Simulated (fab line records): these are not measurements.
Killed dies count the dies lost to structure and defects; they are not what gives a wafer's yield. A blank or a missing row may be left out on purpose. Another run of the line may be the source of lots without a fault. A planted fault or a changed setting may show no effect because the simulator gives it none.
3 desks, one fault | flow n5Finfet | each desk holds nothing but its own numbers, with what lay behind them at the end

== THE METROLOGY DESK ==
What the gauges read for every lot (on any tool): the sampled wafers with a number, averaged. A lot is out of limits, marked OUT, if its mean lies more than 4 standard deviations from the usual mean; the brackets give that distance.
Columns: A = cdNm at N5_BEOL_M11_CD_MEAS_11, usual 64.0 nm; B = M11_OVL at N5_BEOL_M11_OVL_MEAS_12, usual 0.2 nm
lot  | first seen here | A    | B
L384 | day 13 10:46    | 64.2 | 1.0
L388 | day 16 00:34    | 64.3 | 1.0
L403 | day 18 02:28    | 64.5 | 0.3
L394 | day 18 02:38    | 63.5 | 0.1
L400 | day 18 14:56    | 62.9 | 1.5
L402 | day 18 15:06    | 63.5 | -0.8
L405 | day 18 20:31    | 63.8 | -0.9
Finding of this desk: none of the 7 lots has anything out of limits.

== THE DEFECT DESK ==
Inspection counts along the route, by lot: the mean over sampled wafers that carry a number. A lot is out of limits, marked OUT, if its mean lies more than 4 standard deviations from the usual mean; the brackets give that distance.
Columns: A = rawDefectCount at N5_BEOL_M11_INSPECT_13, usual 383
lot  | first seen here | A
L384 | day 13 10:49    | 410
L388 | day 16 00:37    | 553
L403 | day 18 02:31    | 437
L394 | day 18 02:43    | 444
L400 | day 18 15:02    | 406
L402 | day 18 15:10    | 258
L405 | day 18 20:34    | 370
Finding of this desk: none of the 7 lots has anything out of limits.

== FOR THE TOOL OWNER'S DESK: rieDiel-04 ==
The tool's own readings at N5_BEOL_M11_ETCH_62 (etches SOC in N2/H2, target depth 110 nm, overetch 22 nm, time 165 s): means of the sampled wafers that have a number, for each lot that ran on this tool. A lot is out of limits, marked OUT, if its mean lies more than 4 standard deviations from the usual mean; the brackets give that distance.
Columns: A = drypumpMotorCurrentA at N5_BEOL_M11_ETCH_62, usual 6.0 A; B = oesProductAu at N5_BEOL_M11_ETCH_62, usual 0.67 a.u.; C = rfVppV at N5_BEOL_M11_ETCH_62, usual 522.7 V; D = showerheadPlenumPTorr at N5_BEOL_M11_ETCH_62, usual 2.50 Torr; E = throttleValvePct at N5_BEOL_M11_ETCH_62, usual 17.84 %
lot  | first seen here | A   | B    | C     | D    | E
L384 | day 13 11:04    | 5.8 | 0.72 | 524.1 | 2.55 | 17.82
L394 | day 18 02:50    | 6.1 | 0.58 | 524.8 | 2.54 | 17.89
L400 | day 18 15:09    | 6.2 | 0.66 | 523.8 | 2.51 | 17.88
L402 | day 18 15:24    | 5.7 | 0.55 | 522.8 | 2.51 | 17.80
Finding of this desk: none of the 4 lots has anything out of limits.

== ALL TOGETHER ==
At the metrology desk, nothing out of limits was observed.
Nothing the defect desk looked at was out of limits.
The desk of the tool owner found nothing out of limits.

== WHAT THE SIMULATOR PUT IN ==
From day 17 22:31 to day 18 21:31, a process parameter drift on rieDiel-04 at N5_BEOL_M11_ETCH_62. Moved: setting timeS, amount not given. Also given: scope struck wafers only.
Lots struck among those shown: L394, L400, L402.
